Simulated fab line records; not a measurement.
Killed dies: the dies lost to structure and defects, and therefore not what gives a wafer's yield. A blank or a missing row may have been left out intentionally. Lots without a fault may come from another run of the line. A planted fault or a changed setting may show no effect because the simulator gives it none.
Split-lot experiment / flow n5_finfet / 21 wafers read across 7 lots, on a route 1938 steps long

ON THE SPLIT
At N5_MOL_CONTACT_COAG_ALD_123 (deposits SiNx, target thk 5 nm, pulse time 1 s, purge time 2 s), the setting ald_cycles was moved away from the recipe's 100 on 10 of the 21 wafers read, by -16.0% to +11.0%. The other wafers ran this setting at the recipe's value.

FROM THE SPLIT TO THE READING: what the file shows between them, 2 steps
- N5_MOL_CONTACT_COAG_ALD_133: deposits SiO2, target thk 5 nm, pulse time 1 s, co reactant pulse time 1 s (also split here: ald_cycles)
- N5_MOL_CONTACT_COAG_VIA_ETCH_117: etches SiO2 in C4F6/O2, target depth 40 nm, overetch 8 nm, time 26 s (also split here: bias_w)

THE READING
etch.depth_nm (the simulator's own value, which no gauge read), in nm, at N5_MOL_CONTACT_COAG_ETCH_124 (etches SiNx in CH3F/O2, stops on SiOC, target depth 6.5 nm). There is no usual value for it anywhere in the file. Here, 11 wafers ran the recipe; their average is 4.986 nm with a standard deviation of 0.012 nm.

wafer=L078.4; tool, chamber at the split=ald_sin-01, 2; ald_cycles as run=87; against the recipe=-13.0%; etch.depth_nm, nm=4.349; against lot-mates on the recipe=-0.660
wafer=L078.5; tool, chamber at the split=ald_sin-01, 3; ald_cycles as run=100; against the recipe=recipe; etch.depth_nm, nm=5.009; against lot-mates on the recipe=-
wafer=L078.6; tool, chamber at the split=ald_sin-01, 2; ald_cycles as run=87; against the recipe=-13.0%; etch.depth_nm, nm=4.359; against lot-mates on the recipe=-0.650
wafer=L080.3; tool, chamber at the split=ald_sin-03, 3,1,0; ald_cycles as run=100; against the recipe=recipe; etch.depth_nm, nm=5; against lot-mates on the recipe=-
wafer=L080.4; tool, chamber at the split=ald_sin-03, 3,1,0; ald_cycles as run=100; against the recipe=recipe; etch.depth_nm, nm=4.978; against lot-mates on the recipe=-
wafer=L080.5; tool, chamber at the split=ald_sin-03, 3,1,0; ald_cycles as run=100; against the recipe=recipe; etch.depth_nm, nm=4.985; against lot-mates on the recipe=-
wafer=L081.1; tool, chamber at the split=ald_sin-01, 3,0; ald_cycles as run=84; against the recipe=-16.0%; etch.depth_nm, nm=4.148; against lot-mates on the recipe=-0.833
wafer=L081.2; tool, chamber at the split=ald_sin-01, 1; ald_cycles as run=100; against the recipe=recipe; etch.depth_nm, nm=4.981; against lot-mates on the recipe=-
wafer=L081.5; tool, chamber at the split=ald_sin-01, 3,0; ald_cycles as run=84; against the recipe=-16.0%; etch.depth_nm, nm=4.188; against lot-mates on the recipe=-0.793
wafer=L084.1; tool, chamber at the split=ald_sin-01, 3; ald_cycles as run=106; against the recipe=+6.0%; etch.depth_nm, nm=5.256; against lot-mates on the recipe=+0.290
wafer=L084.4; tool, chamber at the split=ald_sin-01, 3; ald_cycles as run=106; against the recipe=+6.0%; etch.depth_nm, nm=5.238; against lot-mates on the recipe=+0.272
wafer=L084.5; tool, chamber at the split=ald_sin-01, 2; ald_cycles as run=100; against the recipe=recipe; etch.depth_nm, nm=4.966; against lot-mates on the recipe=-
wafer=L093.1; tool, chamber at the split=ald_sin-02, 1,3; ald_cycles as run=100; against the recipe=recipe; etch.depth_nm, nm=4.977; against lot-mates on the recipe=-
wafer=L093.3; tool, chamber at the split=ald_sin-02, 3; ald_cycles as run=109; against the recipe=+9.0%; etch.depth_nm, nm=5.455; against lot-mates on the recipe=+0.478
wafer=L093.6; tool, chamber at the split=ald_sin-02, 1,3; ald_cycles as run=100; against the recipe=recipe; etch.depth_nm, nm=4.978; against lot-mates on the recipe=-
wafer=L096.3; tool, chamber at the split=ald_sin-03, 3,1; ald_cycles as run=109; against the recipe=+9.0%; etch.depth_nm, nm=5.459; against lot-mates on the recipe=+0.459
wafer=L096.4; tool, chamber at the split=ald_sin-03, 2; ald_cycles as run=100; against the recipe=recipe; etch.depth_nm, nm=5; against lot-mates on the recipe=-
wafer=L096.5; tool, chamber at the split=ald_sin-03, 3,1; ald_cycles as run=109; against the recipe=+9.0%; etch.depth_nm, nm=5.473; against lot-mates on the recipe=+0.473
wafer=L097.1; tool, chamber at the split=ald_sin-03, 1; ald_cycles as run=100; against the recipe=recipe; etch.depth_nm, nm=4.994; against lot-mates on the recipe=-
wafer=L097.3; tool, chamber at the split=ald_sin-03, 0; ald_cycles as run=111; against the recipe=+11.0%; etch.depth_nm, nm=5.545; against lot-mates on the recipe=+0.558
wafer=L097.6; tool, chamber at the split=ald_sin-03, 1; ald_cycles as run=100; against the recipe=recipe; etch.depth_nm, nm=4.98; against lot-mates on the recipe=-
Rows listing several chambers each stand for several wafers; the file does not say which wafer went through which chamber.

FIT RESULTS
A straight line over all 21 wafers: etch.depth_nm changes by +0.0504 nm for each +1% of ald_cycles; r = +1.00; the points scatter about the line by 0.022 nm.
The same after taking each lot's own level away (the mean of its wafers on the recipe; 21 wafers): +0.0507 nm for each +1%; r = +1.00; scatter 0.013 nm.
Per that fit: largest ald_cycles move, reading shift of 0.81 nm.
From 4.9660 to 5.0090 nm: that is the span of the lots' own levels, equal to 3.5 times the standard deviation above.
Hence the lot-to-lot level has little effect on the slope; both slopes agree.
Check: for one of the wafers moved furthest among these (-16.0%), held out of the fit, the line's prediction against its lot-mates is -0.805 nm. It came out at -0.833 nm against them.

ADDITIONAL SPLITS CARRIED BY THESE WAFERS
Note: prior to the reading, these wafers also went through further splits. Each is held against what the fit with the lots' levels taken away leaves over:
other split on the same wafers=N5_SDB_EXPOSE_08 dose_mj; wafers away from the commonest value=5; r with etch.depth_nm (lot level and that fit taken away)=+0.17
other split on the same wafers=N5_HKMG_FIN_ETCH_54 source_w; wafers away from the commonest value=9; r with etch.depth_nm (lot level and that fit taken away)=-0.25
other split on the same wafers=N5_HKMG_FIN_ETCH_58 bias_w; wafers away from the commonest value=4; r with etch.depth_nm (lot level and that fit taken away)=+0.01
other split on the same wafers=N5_HKMG_FIN_EXPOSE_09 dose_mj; wafers away from the commonest value=8; r with etch.depth_nm (lot level and that fit taken away)=-0.17
other split on the same wafers=N5_MOL_CONTACT_COAG_ETCH_106 source_w; wafers away from the commonest value=12; r with etch.depth_nm (lot level and that fit taken away)=+0.01
other split on the same wafers=N5_MOL_CONTACT_COAG_CONTACT_ETCH_14 source_w; wafers away from the commonest value=9; r with etch.depth_nm (lot level and that fit taken away)=+0.34
other split on the same wafers=N5_MOL_CONTACT_COAG_ALD_27 time_s; wafers away from the commonest value=7; r with etch.depth_nm (lot level and that fit taken away)=-0.25
other split on the same wafers=N5_MOL_CONTACT_COAG_ALD_133 ald_cycles; wafers away from the commonest value=8; r with etch.depth_nm (lot level and that fit taken away)=-0.20
other split on the same wafers=N5_MOL_CONTACT_COAG_VIA_ETCH_117 bias_w; wafers away from the commonest value=5; r with etch.depth_nm (lot level and that fit taken away)=-0.43

THE WHOLE CHAIN: every reading that the file lists as answering this split, in the file's order
step=N5_MOL_CONTACT_COAG_ALD_123; what it does=deposits SiNx, target thk 5 nm, pulse time 1 s, purge time 2 s; reading=SiNx_of_MOL_CONTACT_COAG_ALD_123.thk_nm (the simulator's own value, which no gauge read); change (the file's fit)=+0.0478 nm for each +1% of the setting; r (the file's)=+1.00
step=N5_MOL_CONTACT_COAG_ETCH_124; what it does=etches SiNx in CH3F/O2, stops on SiOC, target depth 6.5 nm; reading=etch.depth_nm (the simulator's own value, which no gauge read); change (the file's fit)=+0.0509 nm for each +1% of the setting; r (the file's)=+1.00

THE FILE'S OWN FIT
etch.depth_nm changes by +0.0509 nm for each +1% of ald_cycles, r = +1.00.
